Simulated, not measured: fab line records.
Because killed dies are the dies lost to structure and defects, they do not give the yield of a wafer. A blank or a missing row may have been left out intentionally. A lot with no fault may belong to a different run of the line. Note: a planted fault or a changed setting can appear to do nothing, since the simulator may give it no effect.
Chamber matching | flow n5-finfet | N5_BEOL_M11_STRIP_67 on rie-diel-02 has 4 sister chambers
The step strips in CF4. 14 wafers are shown with their chamber, then 7 later ones without.

== EACH WAFER AND ITS CHAMBER ==
wafer  | chamber | drypump-motor-current-A (A) | showerhead-plenum-p-Torr (Torr) | oes-product-au (a.u.)
L074.3 | 0       | 5.51                        | 1.79                            | 0.89
L074.4 | 3       | 6.15                        | 1.78                            | 0.88
L074.5 | 0       | 5.51                        | 1.79                            | 0.90
L075.2 | 3       | 6.16                        | 1.77                            | 0.87
L075.4 | 0       | 5.50                        | 1.79                            | 0.89
L075.6 | 2       | 5.95                        | 1.76                            | 0.74
L076.2 | 1       | 5.98                        | 1.88                            | 0.81
L076.5 | 3       | 6.13                        | 1.77                            | 0.87
L076.6 | 0       | 5.49                        | 1.79                            | 0.88
L081.2 | 3       | 6.14                        | 1.77                            | 0.85
L081.4 | 0       | 5.44                        | 1.78                            | 0.86
L081.6 | 3       | 6.15                        | 1.77                            | 0.85
L085.1 | 0       | 5.49                        | 1.78                            | 0.85
L085.3 | 2       | 5.95                        | 1.76                            | 0.72

SIGNATURES (averages over the wafers above)
reading                  | chamber 0 | chamber 1 | chamber 2 | chamber 3 | scatter within a chamber
drypump-motor-current-A  | 5.4900    | 5.9800    | 5.9500    | 6.1460    | 0.0198
showerhead-plenum-p-Torr | 1.7867    | 1.8800    | 1.7600    | 1.7720    | 0.00462
oes-product-au           | 0.8783    | 0.8100    | 0.7300    | 0.8640    | 0.0167
Rule: a wafer lies at a distance from a chamber equal to the root of the sum of squares, over the readings, of (its reading less the chamber's mean, divided by the reading's scatter). The wafer belongs to the nearest chamber; if the next one is less than 2 further off, it can't be placed. The scatter: take each reading less its chamber's mean, square it, sum over the shown wafers, divide by the number of wafers less the number of chambers, and take the root.

== WAFERS WHOSE CHAMBER IS MISSING ==
wafer  | drypump-motor-current-A (A) | showerhead-plenum-p-Torr (Torr) | oes-product-au (a.u.)
L085.6 | 5.95                        | 1.88                            | 0.79
L089.2 | 5.99                        | 1.88                            | 0.79
L089.5 | 5.96                        | 1.76                            | 0.71
L089.6 | 6.13                        | 1.77                            | 0.84
L088.1 | 5.48                        | 1.78                            | 0.84
L088.3 | 5.97                        | 1.88                            | 0.78
L088.6 | 6.14                        | 1.77                            | 0.83

== EACH ONE'S CHAMBER ==
wafer  | from the rows above | in truth
L085.6 | 1                   | 1
L089.2 | 1                   | 1
L089.5 | 2                   | 2
L089.6 | 3                   | 3
L088.1 | 0                   | 0
L088.3 | 1                   | 1
L088.6 | 3                   | 3
Correct placement for 7 of the 7. Not placeable from these rows: 0. Number placed wrongly: 0.
